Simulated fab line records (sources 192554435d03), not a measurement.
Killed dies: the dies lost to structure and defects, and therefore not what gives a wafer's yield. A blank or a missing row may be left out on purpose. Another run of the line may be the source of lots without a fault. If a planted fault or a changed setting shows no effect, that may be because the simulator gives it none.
fab line records	flow n5Finfet
record: lots: 6	wafers: 18	lastDay: 19
route steps=1938 shown MOL_CONTACT_COAG@612
lots untouched by any fault: they come from a run of this same line in which no faults occurred
startH: hours from the record's opening day to when the first of the lot's shown wafers began	waitH: time in hours since the lot's previous step	" same as the row above	L1.1+2: a row that stands for several wafers	- no value, or no start given	* or withheld: withheld	< > ~ a bound
route shown NAME@n: NAME is a module with steps in the file, n the number in the route of the first one	usual: mean/standard deviation of fault-free wafers	same: alike in all rows	chamber/n: place in a boat	sites: readings site by site	_std_site: the values' standard deviation	_edge_site: inner sites' mean taken away from outer sites' mean	radiusMm: for every site, how far away it sits from the centre of the wafer	mask NAME#n: copy n	behind: the most recent tool/chamber to have shaped the wafer	hold: what put the lot on hold/how long, in hours/how the hold closed	device: the transistor (n, p or np) that didn't switch	end of line: the same wafers' tests at the end of the route	a step without rows: its recipe alone	killed: the dies lost at the first sort to structure and to defects; this is not the yield of the wafer	map: a wafer's dies, marking killed ones x, the rest . and places with no die _
set.NAME: the run value of the setting; set.NAME@STEP: its run value at that earlier step	model.NAME: the simulator's own value behind a step, which no gauge read
lots at selected steps of the route; one table per step, one row per wafer
services: when a tool's chamber went out of use (startH, in hours from the record's first day, below 0 if earlier), for how many hours, and the reason
== steps ==
step: N5_MOL_CONTACT_COAG_STRIP_69
recipe: chemistry: N2/H2	tempC: 40	n2FlowSccm: 200	h2FlowSccm: 200	rfFrequencyHz: 6e+07
step: N5_MOL_CONTACT_COAG_ETCHBACK_136
recipe: chemistry: CHF3	target: SiO2	targetDepthA: 250	timeS: 16.7	ionEnergyEv: 200	pressureMtorr: 30	sourceW: 610	biasW: 170	Ar_flow_sccm: 200	CHF3_flow_sccm: 50
usual: CHF3_flow_sccm: 49.99/0.14	biasW: 169.9/0.51	drypumpMotorCurrentA: 5.50/0.28	oes_f_703_au: 0.78/0.099	oesProductAu: 0.78/0.1	rfVppV: 518/8.1	showerheadPlenumPTorr: 2.37/0.081	throttleValvePct: 18.63/0.21
lot.wafer	tool	chamber	startH	waitH	CHF3_flow_sccm	biasW	drypumpMotorCurrentA	oes_f_703_au	oesProductAu	rfHoursCounterH	rfVppV	showerheadPlenumPTorr	throttleValvePct
L186.2	rieDiel-04	3	135.99	0.0	50.12	169.9	5.22	0.75	0.76	157	523	2.37	18.60
L186.5	"	1	"	"	49.93	169.6	5.91	0.73	0.73	-	524	2.28	18.76
L186.6	"	2	"	"	50.11	170.2	5.39	0.70	0.69	-	517	2.34	18.56
L191.1	rieDiel-03	2	162.33	0.0	50.23	170.0	4.95	0.97	0.94	13	513	2.55	18.74
L191.2	"	0	"	"	49.87	170.3	5.84	0.91	0.95	4	521	2.44	18.12
L191.3	"	1	"	"	49.90	170.3	5.83	0.70	0.67	231	515	2.47	19.04
L193.1	rieDiel-04	1	174.55	0.0	49.91	169.5	5.93	0.73	0.72	206	524	2.28	18.76
L193.5	"	2	"	"	50.00	169.8	5.42	0.69	0.68	-	519	2.33	18.58
L193.6	"	1	"	"	49.80	170.0	5.90	0.73	0.72	-	524	2.28	18.78
L197.3	rieDiel-04	0	194.69	0.0	50.27	169.7	5.52	0.71	0.71	220	509	2.36	18.66
L197.5	"	0	"	"	50.19	169.2	5.54	0.71	0.70	-	509	2.36	18.65
L197.6	"	3	"	"	50.12	170.8	5.21	0.74	0.73	-	523	2.36	18.65
L203.1	rieDiel-01	1	233.38	0.0	50.04	169.7	5.62	0.67	0.67	242	532	2.25	18.74
L203.4	"	1	"	"	50.05	169.6	5.63	0.67	0.68	-	531	2.25	18.73
L203.6	"	3	"	"	50.00	169.6	5.23	0.86	0.85	-	508	2.30	18.47
L204.1	rieDiel-01	1	237.07	0.0	49.72	170.5	5.63	0.67	0.67	244	530	2.25	18.74
L204.3	"	0	"	"	49.89	170.9	5.34	0.69	0.69	-	522	2.44	18.73
L204.5	"	0	"	"	50.04	170.2	5.34	0.68	0.69	-	524	2.44	18.74
step: N5_MOL_CONTACT_COAG_STRIP_120
recipe: chemistry: CHF3	resist: SiARC	rfFrequencyHz: 6e+07
step: N5_MOL_CONTACT_COAG_VIA_ETCH_117
recipe: chemistry: C4F6/O2	targetDepthA: 400	overetchA: 80	maskMaterial: SOC	target: SiO2	biasW: 455	pressureMtorr: 10	timeS: 26	sourceW: 325	Ar_flow_sccm: 300	C4F6_flow_sccm: 10	O2_flow_sccm: 10	ionEnergyEv: 575.3	ends: endPoint
usual: biasW: 454.9/1.4	drypumpMotorCurrentA: 5.50/0.28	oes_f_703_au: 0.78/0.1	oesProductAu: 0.70/0.08	rfVppV: 1569/22	showerheadPlenumPTorr: 2.83/0.097	throttleValvePct: 40.9/0.48
lot.wafer	tool	chamber	startH	waitH	biasW	drypumpMotorCurrentA	oes_f_703_au	oesProductAu	rfHoursCounterH	rfVppV	showerheadPlenumPTorr	throttleValvePct
L186.2	rieDiel-04	3	136.03	0.0	455.7	5.22	0.76	0.67	157	1583	2.82	40.5
L186.5	"	1	"	"	456.2	5.91	0.73	0.66	-	1585	2.73	40.9
L186.6	"	2	"	"	457.0	5.40	0.71	0.62	-	1575	2.80	40.6
L191.1	rieDiel-03	2	162.37	0.0	455.2	4.92	0.97	0.82	13	1556	3.04	41.7
L191.2	"	0	"	"	455.0	5.83	0.91	0.85	4	1581	2.91	40.6
L191.3	"	1	"	"	454.0	5.84	0.69	0.61	231	1567	2.95	41.7
L193.1	rieDiel-04	1	174.58	0.0	458.3	5.93	0.72	0.64	206	1586	2.72	40.9
L193.5	"	2	"	"	452.4	5.39	0.69	0.61	-	1574	2.79	40.6
L193.6	"	1	"	"	457.0	5.94	0.72	0.64	-	1585	2.72	40.9
L197.3	rieDiel-04	0	194.72	0.0	455.9	5.53	0.71	0.65	220	1550	2.82	41.4
L197.5	"	0	"	"	455.6	5.52	0.71	0.65	-	1551	2.82	41.4
L197.6	"	3	"	"	453.5	5.23	0.74	0.66	-	1581	2.81	40.5
L203.1	rieDiel-01	1	233.41	0.0	454.3	5.66	0.68	0.61	242	1602	2.68	40.7
L203.4	"	1	"	"	454.5	5.64	0.67	0.61	-	1603	2.68	40.7
L203.6	"	3	"	"	456.0	5.26	0.86	0.75	-	1543	2.74	40.0
L204.1	rieDiel-01	1	237.12	0.0	456.7	5.65	0.67	0.61	244	1604	2.68	40.7
L204.3	"	0	"	"	455.8	5.34	0.69	0.63	-	1586	2.91	41.1
L204.5	"	0	"	"	455.0	5.35	0.68	0.63	-	1584	2.91	41.1
step: N5_MOL_CONTACT_COAG_ETCH_124
recipe: chemistry: CH3F/O2	target: SiNx	targetDepthA: 65	maskMaterial: SOC	stopOn: SiOC	overEtchFrac: 0.3	ionEnergyEv: 120	pressureMtorr: 30	sourceW: 395	biasW: 73	Ar_flow_sccm: 150	CH3F_flow_sccm: 30	O2_flow_sccm: 20	ends: endPoint
usual: biasW: 73.02/0.21	drypumpMotorCurrentA: 5.49/0.28	oes_f_703_au: 0.78/0.1	oesProductAu: 0.67/0.08	rfVppV: 294/4.3	showerheadPlenumPTorr: 1.99/0.071	throttleValvePct: 16.24/0.21
lot.wafer	tool	chamber	startH	waitH	biasW	drypumpMotorCurrentA	oes_f_703_au	oesProductAu	rfHoursCounterH	rfVppV	showerheadPlenumPTorr	throttleValvePct
L186.2	rieDiel-04	3	136.05	0.0	73.15	5.22	0.75	0.65	157	296	1.99	16.20
L186.5	"	1	"	"	73.23	5.93	0.74	0.62	-	298	1.91	16.36
L186.6	"	2	"	"	72.84	5.40	0.70	0.59	-	295	1.97	16.25
L191.1	rieDiel-03	2	162.40	0.0	72.78	4.93	0.98	0.80	13	291	2.15	16.30
L191.2	"	0	"	"	72.97	5.83	0.91	0.81	4	298	2.05	15.72
L191.3	"	1	"	"	73.01	5.85	0.71	0.59	231	293	2.07	16.63
L193.1	rieDiel-04	1	174.61	0.0	72.91	5.91	0.73	0.61	206	297	1.91	16.36
L193.5	"	2	"	"	72.59	5.39	0.69	0.58	-	295	1.96	16.27
L193.6	"	1	"	"	72.93	5.90	0.72	0.61	-	298	1.91	16.38
L197.3	rieDiel-04	0	194.75	0.0	73.07	5.51	0.71	0.61	220	291	1.98	16.31
L197.5	"	0	"	"	72.96	5.49	0.71	0.62	-	292	1.98	16.31
L197.6	"	3	"	"	73.15	5.21	0.74	0.63	-	298	1.98	16.25
L203.1	rieDiel-01	1	233.44	0.0	73.22	5.64	0.67	0.58	242	301	1.88	16.35
L203.4	"	1	"	"	73.19	5.63	0.67	0.58	-	301	1.88	16.35
L203.6	"	3	"	"	72.91	5.26	0.86	0.73	-	289	1.93	16.09
L204.1	rieDiel-01	1	237.16	0.0	72.98	5.63	0.66	0.57	244	301	1.88	16.35
L204.3	"	0	"	"	72.77	5.34	0.68	0.60	-	295	2.05	16.36
L204.5	"	0	"	"	73.07	5.34	0.67	0.61	-	297	2.05	16.36
step: N5_MOL_CONTACT_COAG_ETCH_48
recipe: chemistry: C4F6/O2	targetDepthA: 150	overetchA: 45	maskMaterial: SOC	target: SiOC	biasW: 465	pressureMtorr: 10	timeS: 17	sourceW: 335	Ar_flow_sccm: 300	C4F6_flow_sccm: 10	O2_flow_sccm: 10	ionEnergyEv: 576
step: N5_MOL_CONTACT_COAG_STRIP_72
recipe: chemistry: N2/H2	powerW: 450	tempC: 40	pressureMtorr: 20	rfFrequencyHz: 6e+07	overashFraction: 3	biasPowerW: 7	h2Frac: 0.5	n2FlowSccm: 200	h2FlowSccm: 200
usual: drypumpMotorCurrentA: 5.50/0.29	h2FlowSccm: 200.1/0.63	oesProductAu: 0.78/0.11	rfVppV: 59.0/1.8	showerheadPlenumPTorr: 2.53/0.089	throttleValvePct: 23.55/0.3
lot.wafer	tool	chamber	startH	waitH	drypumpMotorCurrentA	h2FlowSccm	oesProductAu	rfHoursCounterH	rfVppV	showerheadPlenumPTorr	throttleValvePct
L186.2	rieDiel-04	3	136.15	0.0	5.26	200.6	0.75	157	57.6	2.55	23.77
L186.5	"	1	"	"	5.90	199.5	0.72	-	56.8	2.42	23.36
L186.6	"	2	"	"	5.41	200.3	0.69	-	62.3	2.50	23.26
L191.1	rieDiel-03	2	162.49	0.0	4.93	200.6	0.94	13	62.3	2.71	23.73
L191.2	"	0	"	"	5.84	199.3	0.96	4	58.4	2.61	23.18
L191.3	"	1	"	"	5.85	200.8	0.66	231	59.8	2.61	23.89
L193.1	rieDiel-04	1	174.70	0.0	5.91	199.4	0.72	206	60.1	2.42	23.42
L193.5	"	2	"	"	5.40	200.2	0.69	-	58.7	2.49	23.27
L193.6	"	1	"	"	5.91	199.7	0.70	-	56.5	2.42	23.42
L197.3	rieDiel-04	0	194.85	0.0	5.54	199.8	0.70	220	59.0	2.52	23.90
L197.5	"	0	"	"	5.51	200.6	0.71	-	59.6	2.52	23.91
L197.6	"	3	"	"	5.23	200.9	0.74	-	59.7	2.54	23.80
L203.1	rieDiel-01	1	233.53	0.0	5.65	199.2	0.67	242	57.3	2.39	23.47
L203.4	"	1	"	"	5.67	198.6	0.67	-	60.9	2.39	23.44
L203.6	"	3	"	"	5.24	200.3	0.85	-	62.0	2.46	23.07
L204.1	rieDiel-01	1	237.30	0.1	5.60	200.7	0.68	244	61.3	2.39	23.46
L204.3	"	0	"	"	5.34	200.0	0.68	-	56.4	2.61	23.83
L204.5	"	0	"	"	5.35	199.4	0.69	-	57.6	2.61	23.83
step: N5_MOL_CONTACT_COAG_STRIP_49
recipe: chemistry: N2/H2	timeS: 30	powerW: 1000	tempC: 250	pressureMtorr: withheld	n2FlowSccm: 1750	h2FlowSccm: 3250
usual: drypumpMotorCurrentA: 6.1/0.58	h2FlowSccm: 3251/8.5	heaterPowerW: 343/26
lot.wafer	tool	chamber	startH	waitH	drypumpMotorCurrentA	h2FlowSccm	heaterPowerW	rfHoursCounterH
L186.2	plasmaAsher-02	1	136.23	-	6.7	3248	356	104
L186.5	"	0	"	"	5.7	3228	371	-
L186.6	"	1	"	"	6.7	3250	348	-
L191.1	plasmaAsher-01	1	162.57	-	6.6	3240	330	48
L191.2	"	0	"	"	5.3	3245	298	48
L191.3	"	1	"	"	6.6	3260	340	-
L193.1	plasmaAsher-01	0	174.79	-	5.3	3255	294	49
L193.5	"	0	"	"	5.3	3250	297	-
L193.6	"	1	"	"	6.6	3255	338	-
L197.3	plasmaAsher-02	1	194.95	-	6.7	3238	350	-
L197.5	"	1	"	"	6.7	3244	353	-
L197.6	"	0	"	"	5.7	3262	361	-
L203.1	plasmaAsher-01	0	233.61	-	5.3	3255	301	59
L203.4	"	1	"	"	6.6	3243	332	-
L203.6	"	1	"	"	6.6	3246	344	-
L204.1	plasmaAsher-02	0	237.41	-	5.6	3250	370	128
L204.3	"	0	"	"	5.7	3258	366	-
L204.5	"	1	"	"	6.7	3226	354	-
step: N5_MOL_CONTACT_COAG_PRECLEAN_138
recipe: chemistry: alkalineClean	tempC: 60	timeS: 60	doPpb: 50
step: N5_MOL_CONTACT_COAG_SRD_139
recipe: dry: ipaMarangoni	timeS: 30	tempC: 23	rinseLiquid: diw
step: N5_MOL_CONTACT_COAG_CD_MEAS_101
recipe: targetCdNm: 16
usual: cdNm: 16.1/0.36
lot.wafer	tool	chamber	startH	waitH	cdNm
L186.2	cdSem-02	-	136.38	0.0	15.7
L186.5	"	-	"	"	15.9
L186.6	"	-	"	"	16.5
L191.1	cdSem-03	-	162.72	0.0	16.1
L191.2	"	-	"	"	16.1
L191.3	"	-	"	"	16.0
L193.1	cdSem-03	-	174.94	0.0	16.2
L193.5	"	-	"	"	16.4
L193.6	"	-	"	"	16.0
L197.3	cdSem-01	-	195.08	0.0	15.5
L197.5	"	-	"	"	16.2
L197.6	"	-	"	"	15.9
L203.1	cdSem-02	-	233.76	0.0	15.8
L203.4	"	-	"	"	15.8
L203.6	"	-	"	"	15.9
L204.1	cdSem-02	-	237.56	0.0	15.5
L204.3	"	-	"	"	15.8
L204.5	"	-	"	"	15.3
step: N5_MOL_CONTACT_COAG_PRE_CLEAN_121
recipe: gas: H2/He	timeS: *	tempC: withheld
step: N5_MOL_CONTACT_COAG_CVD_140
recipe: material: W	targetThkA: 665	mode: selectiveFill	tempC: 300	timeS: 215
usual: heaterPowerW: 503/46	runLengthS: 286.0/0.4
lot.wafer	tool	chamber	startH	waitH	heaterPowerW	runLengthS
L186.2	cvdW-02	1	136.51	0.1	564	286.6
L186.5	"	0	"	"	490	286.0
L186.6	"	1	"	"	577	286.2
L191.1	cvdW-01	1	162.85	0.1	461	286.0
L191.2	"	0	"	"	470	285.8
L191.3	"	1	"	"	462	286.5
L193.1	cvdW-01	0	175.07	0.1	480	285.7
L193.5	"	1	"	"	463	489.7
L193.6	"	0	"	"	482	285.5
L197.3	cvdW-01	0	195.29	0.1	473	285.5
L197.5	"	0	"	"	484	285.4
L197.6	"	1	"	"	459	490.3
L203.1	cvdW-02	0	233.89	0.1	494	286.0
L203.4	"	1	"	"	590	286.5
L203.6	"	0	"	"	489	285.9
L204.1	cvdW-02	1	237.69	0.1	572	286.4
L204.3	"	1	"	"	569	286.7
L204.5	"	1	"	"	573	286.2
step: N5_MOL_CONTACT_COAG_PRECLEAN_127
recipe: chemistry: DIW	timeS: 57.5	tempC: 23
== services ==
tool	chamber	startH	hours	kind
cvdW-01	-	115.34	0.8	repair
rieDiel-03	0	125.80	-	clean
rieDiel-03	0	125.80	-	consumableReplace:focusRing
rieDiel-03	0	125.80	22.3	scheduledDown
rieDiel-03	0	125.80	22.3	ventCycle
plasmaAsher-02	-	129.60	2.3	repair
rieDiel-01	0	130.07	9.3	repair
rieDiel-01	-	130.59	0.9	repair
rieDiel-03	-	149.57	2.8	pm
rieDiel-04	0	165.31	3.0	repair
plasmaAsher-01	-	166.52	6.3	repair
plasmaAsher-01	-	182.30	1.2	repair
rieDiel-04	2	183.03	-	clean
rieDiel-04	2	183.03	-	consumableReplace:focusRing
rieDiel-04	2	183.03	14.3	scheduledDown
rieDiel-04	2	183.03	14.3	ventCycle
cvdW-02	0	202.41	1.3	repair
cvdW-01	-	218.31	2.8	pm
rieDiel-03	1	218.97	-	clean
rieDiel-03	1	218.97	-	consumableReplace:focusRing
rieDiel-03	1	218.97	17.2	scheduledDown
cvdW-02	-	227.48	2.8	pm
rieDiel-04	1	232.60	8.5	repair
rieDiel-01	3	236.72	4.0	repair
== key ==
firstSign: step: N5_MOL_CONTACT_COAG_CVD_140	reading: runLengthS	direction: up	sigmas: 99+	usual: *	struck: *
effect none on later readings
metAt N5_MOL_CONTACT_COAG_CVD_140
struckWafers L193.5,L197.6
testerLeftOut L193,L197
onsetBetween 162.85 175.07
fault: kind: processParameterDrift	tool: cvdW-01	chamber: 1	onsetH: 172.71	steps: N5_MOL_CONTACT_COAG_CVD_140	channel: timeS	offset: *	shape: step	endH: 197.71	actsIn: *	stated: *
testerLeftOut: of these lots the tester's yield and bins aren't shown, on N5 and GAA mostly nor the transistor test; their killed dies are dies lost to structure and defects alone, not to doping, threshold or leakage, so they don't give the yield
